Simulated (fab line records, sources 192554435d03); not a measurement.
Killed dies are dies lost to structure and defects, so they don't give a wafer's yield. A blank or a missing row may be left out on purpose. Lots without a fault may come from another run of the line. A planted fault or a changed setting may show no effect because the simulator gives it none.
fab line records | flow n5_finfet
record lots=5 wafers=15 last_day=18
route steps=1938 shown WELL_APT@36 PMOS_HMC_CHANNEL_EPI@57 BEOL_M4@1111 PASSIVATION@1936
lots that met no fault: from a run of the same line without faults
start_h: hours from the record's first day to the start of the lot's first wafer shown | wait_h: hours since the lot's step before | " the same as in the row above | L1.1+2: a row that stands for several wafers | - no value, or no start given | * or withheld: withheld | < > ~ a bound
route shown NAME@n: a module of which the file shows steps, and the number in the route of the first | usual: mean/standard deviation of fault-free wafers | same: alike in all rows | chamber/n: place in a boat | sites: the reading at each site | _std_site: their standard deviation | _edge_site: outer sites' mean less inner sites' | radius_mm: how far each site lies from the wafer's centre | mask NAME#n: copy n | behind: the tool/chamber that last shaped the wafer | hold: why the lot was held/for how many hours/how that ended | device: the transistor (n, p or np) that didn't switch | end of line: the same wafers' tests at the end of the route | a step without rows: its recipe alone | killed: dies lost to structure and defects at the first sort, not the wafer's yield | map: a wafer's dies, x killed, . not, _ none there
set.NAME: the setting as run; set.NAME@STEP: as run at that earlier step | model.NAME: the simulator's own value behind a step, which no gauge read
lots at some steps of the route; a table a step, a row a wafer
services: from which hour (start_h, from the record's first day; less than 0 if before it) a tool's chamber was out of use, for how many hours, and why
## steps
# step N5_WELL_APT_COAT_19
# recipe spin_rpm=1357 resist_thk_nm=950
# step N5_WELL_APT_EBR_21
# recipe solvent=PGMEA ebr_width_mm=1.5
# step N5_WELL_APT_SOFTBAKE_20
# recipe temp_c=130 time_s=60
# step N5_WELL_APT_EXPOSE_22
# recipe mask_id=PWELL na=0.8 source_shape=conventional sigma_outer=0.8 polarization=unpolarized defocus_nm=0 target_cd_nm=200 dose_mj=23.2
# step N5_WELL_APT_PEB_23
# recipe peb_temp_c=130 peb_time_s=90
# step N5_WELL_APT_DEVELOP_24
# recipe develop_time_s=45 rinse_liquid=surfactant_rinse dry=air_spin dev_temp_c=21
# step N5_WELL_APT_HARDBAKE_29
# recipe temp_c=130 time_s=120
# step N5_WELL_APT_DESCUM_30
# recipe chemistry=O2 time_s=7.9 source_power_w=50 bias_power_w=20 pressure_mtorr=20 rf_frequency_hz=2.712e+07 temp_c=40 o2_flow_sccm=225
# step N5_WELL_APT_IMPLANT_31
# recipe species=B energy_kev=60 dose_cm2=1.5e+13 tilt_deg=0 rotation_deg=0
# step N5_WELL_APT_IMPLANT_32
# recipe species=BF2 energy_kev=50 dose_cm2=2e+13 tilt_deg=0 rotation_deg=0
# usual beam_energy_keV=50.001/0.014
# columns lot.wafer tool chamber start_h wait_h beam_energy_keV model.implant.rp_nm model.implant.drp_nm
L948.2 implanter-01 0 21.65 0.1 49.988 36.33 18.55
L948.4 " 0 " " 49.975 36.33 18.55
L948.6 " 0 " " 49.988 36.33 18.55
L956.2 implanter-01 0 69.41 0.1 54.607 40.86 19.78
L956.4 " 0 " " 54.622 40.86 19.78
L956.6 " 0 " " 54.620 40.86 19.78
L957.1 implanter-01 0 75.15 0.1 54.619 39.33 19.78
L957.2 " 0 " " 54.624 39.33 19.78
L957.5 " 0 " " 54.606 39.33 19.78
L958.1 implanter-01 0 81.34 0.1 54.615 40.13 19.78
L958.2 " 0 " " 54.637 40.13 19.78
L958.4 " 0 " " 54.609 40.13 19.78
L970.2 implanter-02 0 153.47 0.1 50.010 38.21 18.55
L970.4 " 0 " " 50.033 38.21 18.55
L970.5 " 0 " " 50.003 38.21 18.55
# step N5_WELL_APT_STRIP_33
# recipe chemistry=SPM time_s=900 temp_c=130 h2so4_h2o2_vol_ratio=4 dry=ipa_marangoni
# step N5_WELL_APT_RTA_34
# recipe temp_c=1000 time_s=10 ambient=N2 idle_temp_c=600 ramp_up_c_per_s=150 ramp_down_c_per_s=60 cool_to_c=600
# step N5_WELL_APT_OXIDE_STRIP_42
# recipe chemistry=dHF dilution=25:1 time_s=45 temp_c=25 target=SiO2 target_depth_a=120
# step N5_WELL_APT_PRECLEAN_36
# recipe chemistry=O3/DIW time_s=45 temp_c=22 o3_ppm=10
# step N5_WELL_APT_PRECLEAN_39
# recipe chemistry=dHF time_s=60 dilution=150:1 temp_c=25
# step N5_WELL_APT_SRD_37
# recipe dry=ipa_marangoni do_ppb=5 time_s=30 temp_c=23 rinse_liquid=diw
# step N5_WELL_APT_EPI_41
# recipe material=Si target_thk_a=500 temp_c=650 precursor=SiH4/H2 pressure_torr=20 time_s=297.7
# step N5_PMOS_HMC_CHANNEL_EPI_HM_DEP_34
# recipe material=SiO2 target_thk_a=360 temp_c=400 precursor=TEOS/O2 pressure_torr=6.5 rf_w=900 teos_flow_sccm=161.4 gas=O2 flow_sccm=2650 time_s=6.9
# step N5_PMOS_HMC_CHANNEL_EPI_COAT_31
# recipe resist=BARC temp_c=205 time_s=60 spin_rpm=1500 resist_thk_nm=66
# step N5_PMOS_HMC_CHANNEL_EPI_COAT_03
# recipe resist=CAR-ArF-block spin_rpm=1500 resist_thk_nm=205
# step N5_PMOS_HMC_CHANNEL_EPI_EBR_05
# recipe solvent=PGMEA ebr_width_mm=1.5
# step N5_PMOS_HMC_CHANNEL_EPI_SOFTBAKE_04
# recipe temp_c=110 time_s=60 resist=CAR-ArF-block
# step N5_PMOS_HMC_CHANNEL_EPI_EXPOSE_06
# recipe mask_id=PMOS_HMC_BLK na=1.35 source_shape=conventional sigma_outer=0.8 polarization=unpolarized target_cd_nm=240 dose_mj=41
# step N5_PMOS_HMC_CHANNEL_EPI_PEB_07
# recipe peb_temp_c=110 peb_time_s=60 resist=CAR-ArF-block
# step N5_PMOS_HMC_CHANNEL_EPI_DEVELOP_08
# recipe develop_time_s=30 developer=TMAH resist=CAR-ArF-block dev_temp_c=23 rinse_liquid=diw dry=air_spin
# step N5_PMOS_HMC_CHANNEL_EPI_DESCUM_14
# recipe chemistry=O2 time_s=7.9 source_power_w=50 bias_power_w=20 pressure_mtorr=20 rf_frequency_hz=2.712e+07 temp_c=40 resist=CAR-ArF-block o2_flow_sccm=225
# step N5_PMOS_HMC_CHANNEL_EPI_ETCH_32
# recipe chemistry=N2/H2 target=BARC stop_on=SiO2 target_depth_a=858 over_etch_frac=0.3 time_s=50.3 ion_energy_ev=200 mask_material=CAR-ArF-block pressure_mtorr=30 source_w=840 bias_w=150 n2_flow_sccm=200 h2_flow_sccm=200
# step N5_PMOS_HMC_CHANNEL_EPI_HM_OPEN_15
# recipe chemistry=CHF3/O2 target=SiO2 mask_material=CAR-ArF-block target_depth_a=406 CHF3_flow_sccm=50 O2_flow_sccm=5 Ar_flow_sccm=200 time_s=20.3 pressure_mtorr=30 source_w=650 bias_w=170 ion_energy_ev=200
# step N5_PMOS_HMC_CHANNEL_EPI_STRIP_33
# recipe chemistry=N2/H2 power_w=500 temp_c=40 pressure_mtorr=50 rf_frequency_hz=6e+07 overash_fraction=0.3 bias_power_w=8 h2_frac=0.5 n2_flow_sccm=300 h2_flow_sccm=300
# step N5_PMOS_HMC_CHANNEL_EPI_STRIP_17
# recipe chemistry=SPM time_s=750 temp_c=130 h2so4_h2o2_vol_ratio=4 dry=ipa_marangoni
# step N5_PMOS_HMC_CHANNEL_EPI_ETCH_38
# recipe chemistry=CF4 target=SiO2 target_depth_a=15 ion_energy_ev=350 pressure_mtorr=10 icp_w=800 bias_w=400 cf4_flow_sccm=80
# step N5_PMOS_HMC_CHANNEL_EPI_FIN_RECESS_16
# recipe chemistry=HBr/Cl2 target=Si mask_material=SiO2 target_depth_a=540 time_s=18 pressure_mtorr=10 icp_w=800 bias_w=75 HBr_flow_sccm=150 Cl2_flow_sccm=80
# step N5_PMOS_HMC_CHANNEL_EPI_PRECLEAN_36
# recipe chemistry=O3/DIW time_s=45 temp_c=22 o3_ppm=10
# step N5_PMOS_HMC_CHANNEL_EPI_PRECLEAN_18
# recipe chemistry=DHF time_s=30 temp_c=25 dilution=withheld
# step N5_PMOS_HMC_CHANNEL_EPI_SRD_19
# recipe dry=ipa_marangoni do_ppb=5 time_s=30 temp_c=23 rinse_liquid=diw
# step N5_BEOL_M4_RC_MEAS_101
# usual CJ_N=4.34/0.085 DIBL_N=36.2/1.6 DIBL_P=36.5/1.9 IOFF_N=0.158/0.027 IOFF_P=0.21/0.038 ION_N=675/12 ION_P=464/8.9 RS_PWELL=3012/20 SS_N=71.5/0.61 SS_P=73.4/0.59 VT_N=250.4/3 VT_P=-250/3.6
# columns lot.wafer tool chamber start_h wait_h CJ_N DIBL_N[mV/V] DIBL_P[mV/V] IOFF_N[nA/um] IOFF_P[nA/um] ION_N[uA/um] ION_P[uA/um] RS_PWELL[ohm/sq] SS_N[mV/dec] SS_P[mV/dec] VT_N[mV] VT_P[mV]
L948.2 prober-01 0 164.55 0.2 4.33 37.2 37.7 0.177 0.24 689 471 3011 72.6 73.8 247.7 -247
L948.4 " 0 " " 4.31 36.0 36.2 0.144 0.21 675 467 3042 70.5 73.4 252.2 -250
L948.6 " 0 " " 4.27 37.2 38.0 0.173 0.25 684 471 3008 72.0 73.7 250.8 -247
L957.1 prober-01 0 217.14 0.0 4.01 35.6 36.4 0.160 0.21 681 466 2952 71.2 73.9 246.7 -249
L957.2 " 0 " " 4.09 35.8 35.0 0.153 0.19 671 462 2941 71.6 73.3 250.3 -250
L957.5 " 0 " " 3.96 34.7 35.9 0.145 0.20 682 469 2983 71.5 73.5 249.2 -252
L956.2 prober-02 0 219.14 0.2 3.88 33.6 33.8 0.122 0.16 667 456 2908 71.7 73.7 253.1 -253
L956.4 " 0 " " 3.91 37.6 40.1 0.215 0.26 687 471 2908 71.5 74.4 246.0 -247
L956.6 " 0 " " 3.94 36.2 37.4 0.166 0.22 684 467 2932 71.1 73.6 250.3 -250
L958.1 prober-01 0 227.46 0.0 4.15 36.3 36.1 0.166 0.20 684 463 2942 71.4 73.5 246.9 -251
L958.2 " 0 " " 4.16 36.8 36.7 0.172 0.20 683 462 2981 71.4 73.3 247.1 -246
L958.4 " 0 " " 4.13 37.9 39.3 0.208 0.26 707 486 2967 71.7 74.4 245.2 -246
L970.2 prober-01 0 313.16 0.2 4.26 37.9 38.1 0.188 0.26 677 468 2985 72.0 73.1 250.6 -247
L970.4 " 0 " " 4.15 38.5 39.4 0.212 0.30 686 477 2976 72.1 74.5 246.6 -245
L970.5 " 0 " " 4.15 36.0 36.8 0.159 0.24 672 469 2981 71.3 73.4 250.9 -247
# step N5_PASSIVATION_PROBE_49
# usual defect_limited_yield=91.3/1.7 killed_at_M0_to_M3=33/11 killed_at_M4_up=14/5.5 killed_at_contacts=13/6.5 killed_at_front_end=39/13 killed_at_other=3.4/2.9 killed_dies=103/20 killed_open=69/15 killed_short=32/8.1 sort_bin_5_function=5.1/1.1 sort_bin_6_memory=3.3/0.74 sort_bin_8_speed=0.00/0.014 sort_n_pass=1077/20 sort_yield_pct=91.3/1.7
# same gross_dies=1180 killed_at_back_side=0 sort_bin_4_leakage[%]=0
# columns lot.wafer tool chamber start_h wait_h defect_limited_yield[%] killed_at_M0_to_M3 killed_at_M4_up killed_at_contacts killed_at_front_end killed_at_other killed_dies killed_open killed_short sort_bin_5_function[%] sort_bin_6_memory[%] sort_bin_8_speed[%] sort_n_pass sort_yield_pct[%]
L958.1 prober-01 - 335.75 0.0 92.1 55 8 8 20 2 93 64 24 4.6 3.0 0 1087 92.1
L958.2 prober-01 - 335.80 0.1 90.8 54 8 5 41 1 109 62 46 6.3 2.7 0 1071 90.8
L958.4 prober-01 - 335.90 0.2 90.1 50 13 16 36 2 117 79 36 6.0 3.4 0 1063 90.1
L957.1 prober-02 - 337.72 0.0 89.7 39 18 10 50 4 121 75 44 6.6 3.5 0 1059 89.7
L957.2 prober-02 - 337.77 0.1 94.7 23 15 4 19 1 62 43 18 3.0 2.1 0 1118 94.7
L957.5 prober-02 - 337.92 0.2 93.3 39 11 2 26 1 79 44 34 3.6 3.0 0 1101 93.3
# killed by level:class
L958.1 BEOL_M0_SAQP:geometric_particle:open=18 BEOL_M1:geometric_particle:open=14 BEOL_M0_SAQP:geometric_particle:short=7 MOL_CONTACT_COAG:geometric_particle:open=6 BEOL_M2:geometric_particle:open=6 DUMMY_GATE:geometric_particle:open=4 BEOL_M3:geometric_particle:short=4 BEOL_M4:geometric_particle:open=4
L958.2 BEOL_M0_SAQP:geometric_particle:short=16 BEOL_M0_SAQP:geometric_particle:open=15 FIN_SAQP:geometric_particle:open=10 BEOL_M3:geometric_particle:short=9 DUMMY_GATE:geometric_particle:open=7 BEOL_M1:geometric_particle:open=5 STARTING-WAFER:geometric_particle:short=5 FIN_SAQP:geometric_particle:short=4
L958.4 BEOL_M1:geometric_particle:open=16 MOL_CONTACT_COAG:geometric_particle:open=14 BEOL_M0_SAQP:geometric_particle:open=11 DUMMY_GATE:geometric_particle:open=10 BEOL_M0_SAQP:geometric_particle:short=10 STI_FIN_REVEAL:geometric_particle:open=5 BEOL_M4:geometric_particle:open=5 FIN_SAQP:geometric_particle:open=4
L957.1 BEOL_M4:geometric_particle:open=12 STI_FIN_REVEAL:geometric_particle:open=10 BEOL_M0_SAQP:geometric_particle:short=9 FIN_SAQP:geometric_particle:open=8 BEOL_M2:geometric_particle:open=8 MOL_CONTACT_COAG:geometric_particle:open=7 BEOL_M0_SAQP:geometric_particle:open=7 STARTING-WAFER:geometric_particle:short=7
L957.2 BEOL_M4:geometric_particle:open=7 BEOL_M0_SAQP:geometric_particle:open=5 BEOL_M2:geometric_particle:open=5 STARTING-WAFER:geometric_particle:short=5 ILD0:geometric_particle:open=4 MOL_CONTACT_COAG:geometric_particle:open=4 BEOL_M3:geometric_particle:open=4 BEOL_M1:geometric_particle:open=3
L957.5 BEOL_M0_SAQP:geometric_particle:short=11 BEOL_M0_SAQP:geometric_particle:open=9 FIN_SAQP:geometric_particle:open=5 GATE_CUT:geometric_particle:short=4 BEOL_M0:geometric_particle:open=4 STARTING-WAFER:geometric_particle:open=4 FIN_SAQP:geometric_particle:short=3 BEOL_M1:geometric_particle:open=3
## services
# columns tool chamber start_h hours kind
implanter-01 - 66.60 1.0 repair
implanter-01 - 107.90 4.1 pm
## key
first_sign step=N5_WELL_APT_IMPLANT_32 reading=beam_energy_keV direction=up sigmas=99+ usual=50.001 struck=54.618
effect step=N5_BEOL_M4_RC_MEAS_101 reading=CJ_N direction=down sigmas=3.7 usual=4.34 struck=4.03
effect step=N5_BEOL_M4_RC_MEAS_101 reading=RS_PWELL direction=down sigmas=3.2 usual=3012 struck=2946
model_effect step=N5_WELL_APT_IMPLANT_32 value=implant.rp_nm without=36.75 struck=40.11
met_at N5_WELL_APT_IMPLANT_32
struck_wafers L956.2,L956.4,L956.6,L957.1,L957.2,L957.5,L958.1,L958.2,L958.4
onset_between 21.65 69.41
fault kind=process_parameter_drift tool=implanter-01 chamber=- onset_h=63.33 steps=N5_WELL_APT_IMPLANT_32 channel=energy_kev offset=4.6121 shape=step end_h=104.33 acts_in=these_recipes_only stated=50
